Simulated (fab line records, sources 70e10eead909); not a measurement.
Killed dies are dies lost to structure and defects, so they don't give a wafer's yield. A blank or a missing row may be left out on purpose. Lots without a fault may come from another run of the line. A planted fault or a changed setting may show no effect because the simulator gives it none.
Chamber matching | flow nand_harc | NHARC_A_WL_FILL_CMP_12 on cmp-02: 4 sister chambers
The step polishes, t overpolish 30 s, target thk 75 nm. 22 wafers are shown with their chamber, then 11 later ones without.

WAFERS WITH THEIR CHAMBER
wafer  | chamber | motor_current_A (A) | overpolish_run_s (s) | time_to_endpoint_s (s)
L074.1 | 2       | 10.9                | 30.008               | 13.5
L074.4 | 1       | 13.2                | 30.005               | 14.8
L074.6 | 1       | 12.6                | 29.996               | 15.4
L079.2 | 2       | 10.1                | 30.004               | 16.1
L079.4 | 3       | 14.4                | 30.015               | 14.7
L079.6 | 1       | 12.2                | 30.001               | 16.5
L080.3 | 0       | 13.0                | 30.002               | 15.9
L080.4 | 2       | 9.9                 | 30.002               | 14.7
L080.5 | 1       | 12.2                | 29.991               | 16.2
L081.1 | 0       | 13.3                | 30.006               | 13.4
L081.2 | 1       | 12.3                | 30.004               | 14.6
L081.6 | 3       | 14.1                | 30.004               | 12.2
L083.1 | 2       | 10.1                | 29.998               | 11.3
L083.3 | 3       | 14.7                | 30.004               | 17.6
L083.5 | 0       | 12.7                | 30.017               | 16.8
L087.1 | 2       | 10.4                | 30.011               | 17.4
L087.2 | 1       | 11.9                | 29.991               | 16.3
L087.4 | 0       | 13.0                | 29.992               | 16.5
L088.1 | 2       | 9.9                 | 29.984               | 14.9
L088.3 | 1       | 12.5                | 29.996               | 12.7
L088.4 | 3       | 13.5                | 29.996               | 14.8
L089.3 | 3       | 13.8                | 30.014               | 19.9

SIGNATURES (means of the wafers above)
reading            | chamber 0 | chamber 1 | chamber 2 | chamber 3 | scatter within a chamber
motor_current_A    | 13.000    | 12.414    | 10.217    | 14.100    | 0.397
overpolish_run_s   | 30.00425  | 29.99771  | 30.00117  | 30.00660  | 0.00826
time_to_endpoint_s | 15.650    | 15.214    | 14.650    | 15.840    | 2.05
Rule: a wafer's distance from a chamber is the root of the sum, over the readings, of the square of ((its reading less the chamber's mean) divided by the reading's scatter). The wafer belongs to the nearest chamber; if the next one is less than 2 further off, it can't be placed. The scatter: the root of (the sum of the squares of (reading less its chamber's mean) over the shown wafers, divided by (wafers less chambers)).

WAFERS WITHOUT THEIR CHAMBER
wafer  | motor_current_A (A) | overpolish_run_s (s) | time_to_endpoint_s (s)
L089.4 | 13.2                | 29.985               | 16.3
L089.5 | 12.8                | 29.996               | 15.5
L094.1 | 12.4                | 30.002               | 18.0
L094.2 | 12.1                | 30.005               | 15.0
L094.3 | 14.5                | 29.998               | 14.8
L094.4 | 10.0                | 30.026               | 16.1
L094.5 | 14.3                | 29.993               | 15.0
L094.6 | 9.9                 | 30.002               | 17.0
L097.1 | 12.8                | 29.992               | 15.6
L097.4 | 13.1                | 30.001               | 14.3
L097.5 | 9.9                 | 30.017               | 13.6

WHICH CHAMBER EACH WENT THROUGH
wafer  | from the rows above          | in truth
L089.4 | can't be placed: 0 or 1 or 3 | 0
L089.5 | can't be placed: 1 or 0      | 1
L094.1 | can't be placed: 1 or 0      | 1
L094.2 | can't be placed: 1 or 0      | 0
L094.3 | 3                            | 3
L094.4 | 2                            | 2
L094.5 | can't be placed: 3 or 0      | 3
L094.6 | 2                            | 2
L097.1 | can't be placed: 1 or 0      | 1
L097.4 | can't be placed: 0 or 1 or 3 | 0
L097.5 | 2                            | 2
Placed correctly: 4 of 11. Can't be placed from these rows: 7 (the true chamber is among the candidates in 7). Placed wrongly: 0.
